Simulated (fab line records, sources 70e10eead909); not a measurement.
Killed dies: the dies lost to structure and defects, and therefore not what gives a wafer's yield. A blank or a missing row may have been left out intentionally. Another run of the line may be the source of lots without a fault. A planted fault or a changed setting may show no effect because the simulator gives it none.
8D (eight disciplines) problem report, filled in by code :: flow nand harc :: the parts of the form that need people (team, actions taken, sign-off) are left out

1. THE PROBLEM
Wafers without a fault read 157.2 nm, standard deviation 1.8; thk nm at NHARC_P_M1_THK_MEAS_24 reads a mean of 29.4 nm on 9 wafers belonging to 3 lots. Relative to the usual mean, that is a shift of -71 standard deviations.
The step: measures by xrf.
First seen on wafer L908.1, day 11 17:43, on film metro-01. At this step, 45 wafers from 15 lots have a number in the record. By rule, "out" or "out of limits" means more than 4 standard deviations away from the usual mean. The other wafers with a number count as sound.

2. WHAT IT IS; WHAT IT IS NOT
question: which readings at this step
is: thk nm
is not: -

question: which lots
is: L908, L909, L910
is not: L897, L900, L901, L902, L903, L904, L906, L907, L914, L915, L917, L919

question: which wafers of those lots
is: all that have a number
is not: -

question: read on which gauges
is: film metro-01
is not: film metro-02

question: when
is: from day 11 17:43
is not: up to then (24 sound wafers); but 12 sound wafers of L914, L915, L917, L919 came after

3. SUSPECTS, AND WHAT RULES EACH OUT
Counting: any tool at a process step up to the reading is kept as a suspect provided that every lot that is out went through it and no sound lot did after the first of them.
- the gauge at NHARC_P_M1_THK_MEAS_24 has been ruled out. All the wafers that are out were read on film metro-01, but those of them that NHARC_P_M1_CMP_23 has rows for are out there too, on other tools.
- ecd cu-02 at NHARC_P_M1_ECD_22 (material Cu, target thk 400 nm): ruled out as a lasting fault. Following L908 (day 11 16:40), the first lot on it that is out, the sound lots L914, L915, L917, L919 were run on it.
Left after counting: nothing in the record.

4. THE CAUSE (what the simulator had put in)
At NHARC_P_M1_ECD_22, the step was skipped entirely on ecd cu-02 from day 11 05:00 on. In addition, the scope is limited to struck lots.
Counting ruled it out, wrongly: the rule takes a fault to strike every lot that its tool runs from its start on, and this one did not.

5. THE EFFECT CHAIN, in route order
One row per reading whose mean, taken over the struck wafers that have a number, lies over 3 standard deviations from the usual. Only readings for which the record gives a usual standard deviation are gone through. hours: the time from each lot's start at the first step in this table that gives one to its start at this step, as a median over the lots. sigmas: the change in usual standard deviations.
hours: 0
step: NHARC_P_M1_CMP_23
reading: time to endpoint s
usual: 27 s
on struck wafers: 2
change: -25
sigmas: -6.9

hours: 0
step: NHARC_P_M1_THK_MEAS_24
reading: thk nm
usual: 157.2 nm
on struck wafers: 29.4
change: -127.8
sigmas: -71
The process steps in it:
- NHARC_P_M1_CMP_23: polishes, t overpolish 20 s, target thk 157.82 nm.
Readings that are blank on the struck wafers while sound wafers have them: bath heat duty pct at NHARC_P_M1_ECD_22; bath temp c at NHARC_P_M1_ECD_22.
Later measuring or inspecting steps at which every struck wafer that the step has a row for has a number for every such reading, and none has moved that far: NHARC_P_M1_INSPECT_27.

6. HOW IT WOULD HAVE BEEN CAUGHT EARLIER
13 hours passed between the start of the fault at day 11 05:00 and the first reading out of limits at a measuring or inspecting step in this record, taken at day 11 17:43.
At NHARC_P_M1_ECD_22 the tool's readings are blank on the struck wafers, where sound wafers have them: an empty tool record is the first sign, and it was there at once.
